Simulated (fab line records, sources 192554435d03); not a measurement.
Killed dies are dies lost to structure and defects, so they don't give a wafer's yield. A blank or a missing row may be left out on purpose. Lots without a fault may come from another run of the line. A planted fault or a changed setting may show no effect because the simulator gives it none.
Which tool did it? | flow n5_finfet | 10 lots, 27 wafers sampled, at 5 steps of a route of 1938

WHAT THE GAUGES READ, wafer by wafer
N5_BEOL_M4_RC_MEAS_101.
lot  | measured     | on        | DIBL_N (mV/V)  | DIBL_P (mV/V)  | IOFF_N (nA/um)    | IOFF_P (nA/um) | ION_N (uA/um) | ION_P (uA/um) | SS_N (mV/dec)  | SS_P (mV/dec)  | VT_N (mV)   | VT_P (mV)
L296 | day 8 07:52  | prober-02 | 36.7 37.2 35.3 | 36.3 36.8 34.4 | 0.153 0.171 0.142 | 0.21 0.23 0.18 | 667 673 666   | 459 459 461   | 71.6 71.7 71.2 | 72.7 73.6 72.6 | 251 250 252 | -252 -249 -251
L298 | day 9 02:08  | prober-02 | 34.0 36.0 33.7 | 33.8 37.2 33.5 | 0.141 0.186 0.142 | 0.19 0.26 0.19 | 683 685 678   | 462 468 465   | 71.2 71.9 70.4 | 72.1 73.3 72.3 | 250 245 249 | -250 -246 -250
L300 | day 9 07:03  | prober-02 | 36.1 37.1 35.4 | 34.7 34.5 32.9 | 0.165 0.181 0.140 | 0.21 0.20 0.18 | 674 694 678   | 460 468 464   | 72.0 72.9 71.3 | 72.9 73.0 72.6 | 248 248 251 | -251 -252 -252
L304 | day 10 09:34 | prober-01 | 36.5 35.9 37.2 | 35.5 34.9 35.3 | 0.148 0.127 0.156 | 0.22 0.20 0.22 | 666 666 662   | 462 464 453   | 71.8 71.2 71.4 | 73.4 73.2 73.3 | 252 252 254 | -249 -250 -246
L305 | day 10 08:38 | prober-01 | 34.8 36.7 36.9 | 33.6 35.2 35.2 | 0.122 0.161 0.152 | 0.17 0.18 0.19 | 652 677 675   | 450 459 450   | 71.1 71.2 71.0 | 73.1 73.7 72.9 | 255 248 253 | -256 -256 -256
L307 | day 10 18:20 | prober-02 | 34.3 36.0      | 32.8 35.0      | 0.128 0.170       | 0.16 0.20      | 664 689       | 452 464       | 70.4 71.7      | 73.3 73.6      | 251 246     | -253 -251
L309 | day 11 15:58 | prober-02 | 40.4 35.7 37.5 | 41.2 35.2 37.8 | 0.250 0.151 0.180 | 0.28 0.19 0.21 | 700 672 685   | 466 460 466   | 72.0 70.9 71.6 | 74.0 72.9 73.3 | 243 250 250 | -248 -254 -252
L315 | day 12 22:20 | prober-01 | 34.8 36.9      | 33.1 36.3      | 0.112 0.160       | 0.18 0.23      | 654 682       | 458 474       | 71.0 71.2      | 72.4 73.0      | 255 248     | -251 -247
L318 | day 13 23:32 | prober-01 | 35.2 36.4      | 36.7 37.6      | 0.138 0.163       | 0.18 0.20      | 667 668       | 453 456       | 70.6 71.3      | 72.6 72.7      | 251 248     | -255 -251
L319 | day 14 08:04 | prober-02 | 36.7 37.4 35.5 | 38.3 38.4 37.9 | 0.173 0.189 0.159 | 0.21 0.22 0.21 | 680 674 683   | 466 461 462   | 72.6 71.5 72.3 | 73.2 73.3 72.8 | 247 246 249 | -251 -251 -250

WHICH TOOL RAN EACH LOT (tool, then ch and the chambers of the sampled wafers, then the start)
lot  | N5_BEOL_M0_ALD_136                  | N5_BEOL_M0_SPUTTER_132       | N5_BEOL_M0_SPUTTER_141       | N5_BEOL_M0_CO_CAP_123
L296 | ald_metal-03 ch 0,1, day 5 19:12    | pvd_sputter-03, day 5 19:57  | pvd_sputter-03, day 5 20:11  | cvd_co-02 ch 0,2, day 6 00:11
L298 | ald_metal-03 ch 1,3, day 6 17:00    | pvd_sputter-01, day 6 17:31  | pvd_sputter-01, day 6 17:45  | cvd_co-01 ch 0,1,2, day 6 22:07
L300 | ald_metal-04 ch 0,1,2, day 6 19:34  | pvd_sputter-03, day 6 20:05  | pvd_sputter-03, day 6 20:19  | cvd_co-01 ch 0,2, day 7 00:40
L304 | ald_metal-01 ch 1,2, day 8 02:20    | pvd_sputter-01, day 8 03:04  | pvd_sputter-01, day 8 03:18  | cvd_co-02 ch 0,1,2, day 8 10:19
L305 | ald_metal-03 ch 1,2, day 8 03:26    | pvd_sputter-02, day 8 04:00  | pvd_sputter-02, day 8 04:14  | cvd_co-02 ch 0,1,2, day 8 11:14
L307 | ald_metal-01 ch 0,1, day 8 12:05    | pvd_sputter-03, day 8 12:32  | pvd_sputter-03, day 8 12:47  | cvd_co-02 ch 1,2, day 8 17:09
L309 | ald_metal-03 ch 0,1,3, day 9 08:02  | pvd_sputter-01, day 9 09:43  | pvd_sputter-01, day 9 09:58  | cvd_co-01 ch 0,1,2, day 9 10:50
L315 | ald_metal-03 ch 1,3, day 11 01:01   | pvd_sputter-01, day 11 01:38 | pvd_sputter-01, day 11 01:53 | cvd_co-02 ch 0,2, day 11 02:48
L318 | ald_metal-01 ch 1,2, day 11 14:49   | pvd_sputter-03, day 11 15:39 | pvd_sputter-03, day 11 15:53 | cvd_co-02 ch 0,2, day 11 17:03
L319 | ald_metal-03 ch 0,1,2, day 11 22:34 | pvd_sputter-03, day 11 23:20 | pvd_sputter-03, day 11 23:34 | cvd_co-01 ch 0,1,2, day 12 00:41
- N5_BEOL_M0_ALD_136: deposits TaN, pulse time 2 s, purge time 3 s, co reactant purge time 2 s.
- N5_BEOL_M0_SPUTTER_132: material Cu, target thk 4 nm, time 7.37 s.
- N5_BEOL_M0_SPUTTER_141: material Cu, target thk 4 nm, time 7.37 s.
- N5_BEOL_M0_CO_CAP_123: material Co, precursor CCTBA/H2, target thk 2 nm, time 102.1 s.

WHAT THE TOOLS THEMSELVES READ (means of the sampled wafers that have a number; where no wafer has one, the mark that the record gives instead)
N5_BEOL_M0_ALD_136.
lot  | tool         | heater_power_w (W) | precursor_vessel_carrier_sccm (sccm) | precursor_vessel_pressure_torr (Torr)
L296 | ald_metal-03 | 393                | 997.1                                | 26.21
L298 | ald_metal-03 | 408                | 1005.5                               | 26.22
L300 | ald_metal-04 | 415                | 1001.3                               | 26.24
L304 | ald_metal-01 | 362                | 1004.7                               | 26.27
L305 | ald_metal-03 | 409                | 1003.5                               | 26.22
L307 | ald_metal-01 | 390                | 998.5                                | 26.26
L309 | ald_metal-03 | 398                | 999.7                                | 26.21
L315 | ald_metal-03 | 414                | 1000.3                               | 26.27
L318 | ald_metal-01 | 354                | 1001.1                               | 26.23
L319 | ald_metal-03 | 393                | 997.9                                | 26.22

N5_BEOL_M0_SPUTTER_132.
lot  | tool           | chuck_gas_flow_sccm (sccm) | substrate_temp_c (C) | throttle_valve_pct (%)
L296 | pvd_sputter-03 | 1.22                       | -20.10               | 32.0
L298 | pvd_sputter-01 | 1.23                       | -20.12               | 30.8
L300 | pvd_sputter-03 | 1.22                       | -19.91               | 32.1
L304 | pvd_sputter-01 | 1.27                       | -19.93               | 30.0
L305 | pvd_sputter-02 | 1.27                       | -19.92               | 30.0
L307 | pvd_sputter-03 | 1.27                       | -19.95               | 30.3
L309 | pvd_sputter-01 | 1.26                       | -19.98               | 30.2
L315 | pvd_sputter-01 | 1.26                       | -20.09               | 29.5
L318 | pvd_sputter-03 | 1.25                       | -20.09               | 30.7
L319 | pvd_sputter-03 | 1.26                       | -19.93               | 31.0

N5_BEOL_M0_SPUTTER_141.
lot  | tool           | chuck_gas_flow_sccm (sccm) | substrate_temp_c (C) | throttle_valve_pct (%)
L296 | pvd_sputter-03 | 1.28                       | -20.06               | 31.9
L298 | pvd_sputter-01 | 1.30                       | -19.92               | 30.7
L300 | pvd_sputter-03 | 1.23                       | -19.88               | 31.9
L304 | pvd_sputter-01 | 1.32                       | -20.00               | 30.1
L305 | pvd_sputter-02 | 1.28                       | -19.88               | 29.9
L307 | pvd_sputter-03 | 1.29                       | -19.92               | 30.3
L309 | pvd_sputter-01 | 1.30                       | -20.05               | 30.0
L315 | pvd_sputter-01 | 1.29                       | -19.98               | 29.4
L318 | pvd_sputter-03 | 1.28                       | -20.14               | 30.6
L319 | pvd_sputter-03 | 1.27                       | -19.99               | 30.7

N5_BEOL_M0_CO_CAP_123.
lot  | tool      | heater_power_w (W) | run_length_s (s)
L296 | cvd_co-02 | 253                | 124.4
L298 | cvd_co-01 | 249                | 124.9
L300 | cvd_co-01 | 230                | 124.6
L304 | cvd_co-02 | 262                | 124.3
L305 | cvd_co-02 | 264                | 124.0
L307 | cvd_co-02 | 280                | 124.5
L309 | cvd_co-01 | 254                | 124.9
L315 | cvd_co-02 | 262                | 102.6
L318 | cvd_co-02 | 265                | 102.5
L319 | cvd_co-01 | 254                | 124.6

THE ANSWER, worked out from the rows above alone
Rule: what is usual is taken from the lots themselves. Put in order of their means at a reading, lots are off if they are a third of the lots or fewer, leave a main group of 4 or more, and stand apart from it by a gap of 3 or more times the standard deviation of the main group's means; of several such gaps the widest counts. A main group whose means are all the same, to the digits that the tables above print for the reading, isn't used. A lot without any number at a reading at which 4 lots or more have one is off too. The other lots that the step has rows for count as sound. The gauges are gone through in route order, then the tools' own readings, and for those a lot's mean is taken as printed above. The first step at which some lot is off is used, and at that step the reading that is off furthest; a lot without a number counts as furthest.
Off: L315, L318, at N5_BEOL_M0_CO_CAP_123 (run_length_s). The main group: mean 124.5 s, standard deviation 0.28.
A tool fits if, at that step or a process step before it, it ran every lot that is off, and no sound lot after the first of them. One fits: cvd_co-02 at N5_BEOL_M0_CO_CAP_123. Its last sound lot is L307 (day 8 17:09), its first lot that is off L315 (day 11 02:48): a fault that began between those two fits.
The tool's own readings at N5_BEOL_M0_CO_CAP_123 bear it out: on the lots that are off they differ by more than 5 times the standard deviation of the sound lots' means. run_length_s reads 102.5 s there against 124.5 s on the sound lots.

WHAT THE SIMULATOR HAD PUT IN
Process parameter drift: cvd_co-02, from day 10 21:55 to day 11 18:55, at N5_BEOL_M0_CO_CAP_123. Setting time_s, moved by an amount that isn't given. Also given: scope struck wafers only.
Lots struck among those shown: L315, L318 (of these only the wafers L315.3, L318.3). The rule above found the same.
